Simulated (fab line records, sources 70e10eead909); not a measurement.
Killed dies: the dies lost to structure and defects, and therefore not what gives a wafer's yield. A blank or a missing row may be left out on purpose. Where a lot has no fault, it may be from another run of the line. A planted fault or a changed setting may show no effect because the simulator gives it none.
One fault seen from 3 desks / flow nand_harc / each desk holds nothing but its own numbers, with what lay behind them at the end

THE DEFECT DESK
Inspection counts along the route, by lot: the mean over sampled wafers that carry a number. A lot is out of limits, marked OUT, if its mean lies more than 4 standard deviations from the usual mean; the brackets give that distance.
Columns: A = raw_defect_count at NHARC_P_M1_INSPECT_11, usual 4.3
lot=L995; first seen here=day 6 01:41; A=5.7
lot=L994; first seen here=day 6 01:50; A=4.3
lot=L996; first seen here=day 6 18:56; A=5.3
lot=L998; first seen here=day 7 05:18; A=3.3
lot=L999; first seen here=day 7 06:09; A=1.7
lot=L102; first seen here=day 8 04:34; A=3.0
lot=L103; first seen here=day 8 05:11; A=2.0
lot=L105; first seen here=day 8 14:03; A=3.3
lot=L106; first seen here=day 9 00:45; A=4.3
lot=L111; first seen here=day 10 03:53; A=3.7
lot=L116; first seen here=day 11 13:52; A=122.0 (+45) OUT
lot=L117; first seen here=day 11 21:44; A=247.7 (+94) OUT
This desk's verdict: out of limits on L116, L117, starting with L116 at day 11 13:52 (raw_defect_count at NHARC_P_M1_INSPECT_11). Within limits: L995, L994, L996, L998, L999, L102, L103, L105, L106, L111.

FROM THE METROLOGY DESK
What the gauges read, lot by lot, whatever tool the lot ran on: means of the sampled wafers that have a number. A lot is out of limits, marked OUT, if its mean lies more than 4 standard deviations from the usual mean; the brackets give that distance.
Columns: A = cd_nm at NHARC_P_M1_CD_MEAS_09, usual 130.0 nm
lot=L995; first seen here=day 6 01:34; A=129.8
lot=L994; first seen here=day 6 01:43; A=130.3
lot=L996; first seen here=day 6 18:48; A=130.1
lot=L998; first seen here=day 7 05:10; A=129.2
lot=L999; first seen here=day 7 06:01; A=130.4
lot=L102; first seen here=day 8 04:26; A=129.2
lot=L103; first seen here=day 8 05:04; A=130.0
lot=L105; first seen here=day 8 13:55; A=130.0
lot=L106; first seen here=day 9 00:38; A=130.2
lot=L111; first seen here=day 10 03:46; A=129.9
lot=L116; first seen here=day 11 13:45; A=129.8
lot=L117; first seen here=day 11 21:37; A=130.4
This desk found nothing out of limits on any of the 12 lots.

AT THE TOOL OWNER'S DESK: cmp-03
The tool's own readings at NHARC_P_M0_CMP_23 (polishes, t overpolish 20 s, target thk 117.53 nm): means of the sampled wafers that have a number, for each lot that ran on this tool. A lot is out of limits, marked OUT, if its mean lies more than 4 standard deviations from the usual mean; the brackets give that distance.
Columns: A = motor_current_A at NHARC_P_M0_CMP_23, usual 12.1 A; B = slurry_filter_dp_kPa at NHARC_P_M0_CMP_23, usual 13.52 kPa; C = time_to_endpoint_s at NHARC_P_M0_CMP_23, usual 28.0 s
lot=L995; first seen here=day 5 23:23; A=12.2; B=13.54; C=27.4
lot=L998; first seen here=day 7 03:18; A=11.0; B=13.36; C=25.6
lot=L999; first seen here=day 7 04:20; A=12.1; B=13.57; C=26.2
lot=L105; first seen here=day 8 11:55; A=11.6; B=13.60; C=26.6
lot=L116; first seen here=day 11 11:37; A=11.7; B=13.54; C=29.3
lot=L117; first seen here=day 11 19:36; A=11.2; B=13.60; C=24.8
This desk found nothing out of limits on any of the 6 lots.

ALL TOGETHER
The defect desk could have raised an alarm at day 11 13:52, on L116, L117.
Metrology desk: nothing out of limits seen.
Nothing out of limits was seen by the tool owner's desk.
The metrology desk has L116, L117 on record, within its limits.
Tool owner's desk: L116, L117 on record, inside its limits.
Of the lots named, all ran NHARC_P_M0_CMP_23 on cmp-03.

WHAT HAD BEEN PUT IN BY THE SIMULATOR
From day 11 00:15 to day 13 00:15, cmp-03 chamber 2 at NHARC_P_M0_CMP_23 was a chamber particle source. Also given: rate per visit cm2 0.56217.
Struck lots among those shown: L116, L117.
Hours from the fault's start to each desk's first reading out of limits: the defect desk, 14.
